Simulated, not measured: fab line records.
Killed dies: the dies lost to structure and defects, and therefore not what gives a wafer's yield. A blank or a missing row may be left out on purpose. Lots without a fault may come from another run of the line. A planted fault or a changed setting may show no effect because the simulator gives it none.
Split-lot study / flow n5-finfet / on a route of 1938 steps: 7 lots, 21 wafers read

== THE SPLIT ==
At N5_BEOL_M7_EXPOSE_08 (exposes mask M7), the setting dose-mj was moved away from the recipe's 68.25 on 5 of the 21 wafers read, by -4.6% to +7.0%. The other wafers ran this setting at the recipe's value.

== FROM THE SPLIT TO THE READING: what the file shows between them, 10 steps ==
- N5_BEOL_M7_PEB_09: peb time 60 s
- N5_BEOL_M7_DEVELOP_10: develop time 30 s
- N5_BEOL_M7_CD_MEAS_11: target cd 38.5 nm
- N5_BEOL_M7_DESCUM_16: chemistry O2, time 7.9 s
- N5_BEOL_M7_ETCH_61: etches SiARC in CF4, target depth 45.5 nm, time 75.8 s
- N5_BEOL_M7_ETCH_62: etches SOC in N2/H2, target depth 110 nm, overetch 22 nm, time 165 s (also split here: source-w)
- N5_BEOL_M7_STRIP_68: strips in N2/H2
- N5_BEOL_M7_STRIP_67: strips in CF4
- N5_BEOL_M7_HM_OPEN_17: chemistry Cl2/BCl3, target TiN, target depth 20 nm, overetch 6 nm
- N5_BEOL_M7_STRIP_19: strips in O2

== THE READING ==
cd-nm, in nm, at N5_BEOL_M7_CD_MEAS_18 (pitch 80 nm, target cd 40 nm). On this fab line, fault-free wafers typically give 40.3 nm with a standard deviation of 0.55 nm.

wafer=L079.1; tool, chamber at the split=arfi-scanner-01, 0; dose-mj as run=68.25; against the recipe=recipe; cd-nm, nm=41.2; against lot-mates on the recipe=-
wafer=L079.3; tool, chamber at the split=arfi-scanner-01, 0; dose-mj as run=68.25; against the recipe=recipe; cd-nm, nm=40.8; against lot-mates on the recipe=-
wafer=L079.5; tool, chamber at the split=arfi-scanner-01, 0; dose-mj as run=68.25; against the recipe=recipe; cd-nm, nm=41.4; against lot-mates on the recipe=-
wafer=L078.1; tool, chamber at the split=arfi-scanner-02, 0; dose-mj as run=68.25; against the recipe=recipe; cd-nm, nm=40.4; against lot-mates on the recipe=-
wafer=L078.5; tool, chamber at the split=arfi-scanner-02, 0; dose-mj as run=68.25; against the recipe=recipe; cd-nm, nm=40.4; against lot-mates on the recipe=-
wafer=L078.6; tool, chamber at the split=arfi-scanner-02, 0; dose-mj as run=68.25; against the recipe=recipe; cd-nm, nm=41.4; against lot-mates on the recipe=-
wafer=L085.1; tool, chamber at the split=arfi-scanner-01, 0; dose-mj as run=68.25; against the recipe=recipe; cd-nm, nm=40.5; against lot-mates on the recipe=-
wafer=L085.5; tool, chamber at the split=arfi-scanner-01, 0; dose-mj as run=65.11; against the recipe=-4.6%; cd-nm, nm=37.8; against lot-mates on the recipe=-2.7
wafer=L085.6; tool, chamber at the split=arfi-scanner-01, 0; dose-mj as run=65.11; against the recipe=-4.6%; cd-nm, nm=37.6; against lot-mates on the recipe=-2.9
wafer=L087.1; tool, chamber at the split=arfi-scanner-03, 0; dose-mj as run=68.25; against the recipe=recipe; cd-nm, nm=39.8; against lot-mates on the recipe=-
wafer=L087.5; tool, chamber at the split=arfi-scanner-03, 0; dose-mj as run=68.25; against the recipe=recipe; cd-nm, nm=40.0; against lot-mates on the recipe=-
wafer=L087.6; tool, chamber at the split=arfi-scanner-03, 0; dose-mj as run=68.25; against the recipe=recipe; cd-nm, nm=39.9; against lot-mates on the recipe=-
wafer=L090.2; tool, chamber at the split=arfi-scanner-01, 0; dose-mj as run=73; against the recipe=+7.0%; cd-nm, nm=44.8; against lot-mates on the recipe=+3.6
wafer=L090.4; tool, chamber at the split=arfi-scanner-01, 0; dose-mj as run=73; against the recipe=+7.0%; cd-nm, nm=44.3; against lot-mates on the recipe=+3.1
wafer=L090.5; tool, chamber at the split=arfi-scanner-01, 0; dose-mj as run=68.25; against the recipe=recipe; cd-nm, nm=41.2; against lot-mates on the recipe=-
wafer=L092.2; tool, chamber at the split=arfi-scanner-01, 0; dose-mj as run=68.25; against the recipe=recipe; cd-nm, nm=40.3; against lot-mates on the recipe=-
wafer=L092.5; tool, chamber at the split=arfi-scanner-01, 0; dose-mj as run=68.25; against the recipe=recipe; cd-nm, nm=41.0; against lot-mates on the recipe=-
wafer=L092.6; tool, chamber at the split=arfi-scanner-01, 0; dose-mj as run=68.25; against the recipe=recipe; cd-nm, nm=41.6; against lot-mates on the recipe=-
wafer=L096.1; tool, chamber at the split=arfi-scanner-01, 0; dose-mj as run=68.25; against the recipe=recipe; cd-nm, nm=39.3; against lot-mates on the recipe=-
wafer=L096.3; tool, chamber at the split=arfi-scanner-01, 0; dose-mj as run=68.25; against the recipe=recipe; cd-nm, nm=40.2; against lot-mates on the recipe=-
wafer=L096.4; tool, chamber at the split=arfi-scanner-01, 0; dose-mj as run=66.71; against the recipe=-2.3%; cd-nm, nm=38.0; against lot-mates on the recipe=-1.8

FIT RESULTS
A straight line over all 21 wafers: cd-nm changes by +0.608 nm for each +1% of dose-mj; r = +0.93; the points scatter about the line by 0.66 nm.
The same after taking each lot's own level away (the mean of its wafers on the recipe; 21 wafers): +0.531 nm for each +1%; r = +0.97; scatter 0.39 nm.
Per that fit: largest dose-mj move, reading shift of 3.7 nm.
The lots' own levels span 39.75 to 41.20 nm, that is 2.6 times the standard deviation above.
In other words, the slope is changed by the lot-to-lot level; the two fits disagree.
Check: +3.6 nm against its lot-mates is what the line predicts for one of the wafers moved furthest among these (+7.0%) when that wafer is left out of the fit. Against them it came out at +3.6 nm.

== THE OTHER SPLITS THESE WAFERS WENT THROUGH ==
Before the reading, these wafers also passed through other splits. Each is held against what the fit with the lots' levels taken away leaves over:
other split on the same wafers=N5_BEOL_M4_COAT_05 spin-rpm; wafers away from the commonest value=8; r with cd-nm (lot level and that fit taken away)=-0.16
other split on the same wafers=N5_BEOL_M5_VIA_ETCH_34 source-w; wafers away from the commonest value=10; r with cd-nm (lot level and that fit taken away)=-0.12
other split on the same wafers=N5_BEOL_M5_DEP_56 time-s; wafers away from the commonest value=8; r with cd-nm (lot level and that fit taken away)=-0.14
other split on the same wafers=N5_BEOL_M6_HM_DEP_02 target-thk-a; wafers away from the commonest value=12; r with cd-nm (lot level and that fit taken away)=+0.06
other split on the same wafers=N5_BEOL_M7_ETCH_62 source-w; wafers away from the commonest value=8; r with cd-nm (lot level and that fit taken away)=+0.11

== THE WHOLE CHAIN: every reading that the file lists as answering this split, in the file's order ==
step=N5_BEOL_M7_CD_MEAS_11; what it does=target cd 38.5 nm; reading=cd-nm; change (the file's fit)=+0.557 nm for each +1% of the setting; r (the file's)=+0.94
step=N5_BEOL_M7_ETCH_61; what it does=etches SiARC in CF4, target depth 45.5 nm, time 75.8 s; reading=BEOL_M7.cd-offset-nm (the simulator's own value, which no gauge read); change (the file's fit)=+0.528 nm for each +1% of the setting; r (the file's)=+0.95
step=N5_BEOL_M7_CD_MEAS_18; what it does=pitch 80 nm, target cd 40 nm; reading=cd-nm; change (the file's fit)=+0.541 nm for each +1% of the setting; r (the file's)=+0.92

== FILE'S OWN FIT ==
cd-nm changes by +0.541 nm for each +1% of dose-mj, r = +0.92.
